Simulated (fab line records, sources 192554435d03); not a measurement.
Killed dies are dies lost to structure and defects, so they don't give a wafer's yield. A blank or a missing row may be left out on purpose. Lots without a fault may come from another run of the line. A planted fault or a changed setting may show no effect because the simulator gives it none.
Chamber matching | flow n5_finfet | N5_BEOL_M11_VIA_ETCH_34 on rie_diel-02: 4 sister chambers
The step etches SiCOH lowk in C4F6/O2, target depth 184.5 nm, time 69.2 s. 8 wafers are shown with their chamber, then 9 later ones without.

WAFERS WITH THEIR CHAMBER
wafer  | chamber | rf_vpp_V (V) | throttle_valve_pct (%)
L078.4 | 0       | 649          | 21.4
L081.2 | 2       | 677          | 20.4
L082.2 | 2       | 676          | 20.4
L082.4 | 3       | 679          | 21.5
L082.6 | 1       | 639          | 20.6
L085.3 | 3       | 677          | 21.6
L085.5 | 1       | 640          | 20.6
L085.6 | 0       | 649          | 21.4

WAFERS WITHOUT THEIR CHAMBER
wafer  | rf_vpp_V (V) | throttle_valve_pct (%)
L087.2 | 638          | 20.6
L087.4 | 676          | 20.4
L087.6 | 678          | 21.6
L086.1 | 675          | 20.4
L086.2 | 649          | 21.4
L086.5 | 638          | 20.6
L090.1 | 636          | 20.7
L090.5 | 650          | 21.4
L090.6 | 637          | 20.7

WHICH CHAMBER EACH WENT THROUGH
wafer  | from the rows above | in truth
L087.2 | 1                   | 1
L087.4 | 2                   | 2
L087.6 | 3                   | 3
L086.1 | 2                   | 2
L086.2 | 0                   | 0
L086.5 | 1                   | 1
L090.1 | 1                   | 1
L090.5 | 0                   | 0
L090.6 | 1                   | 1
Placed correctly: 9 of 9. Can't be placed from these rows: 0. Placed wrongly: 0.
How it was worked out, from the rows above alone: a wafer's distance from a chamber is the root of the sum, over the readings, of the square of ((its reading less the chamber's mean) divided by the reading's scatter). The wafer belongs to the nearest chamber; if the next one is less than 2 further off, it can't be placed. A chamber's mean is the mean of its shown wafers. The scatter: the root of (the sum of the squares of (reading less its chamber's mean) over the shown wafers, divided by (wafers less chambers)).
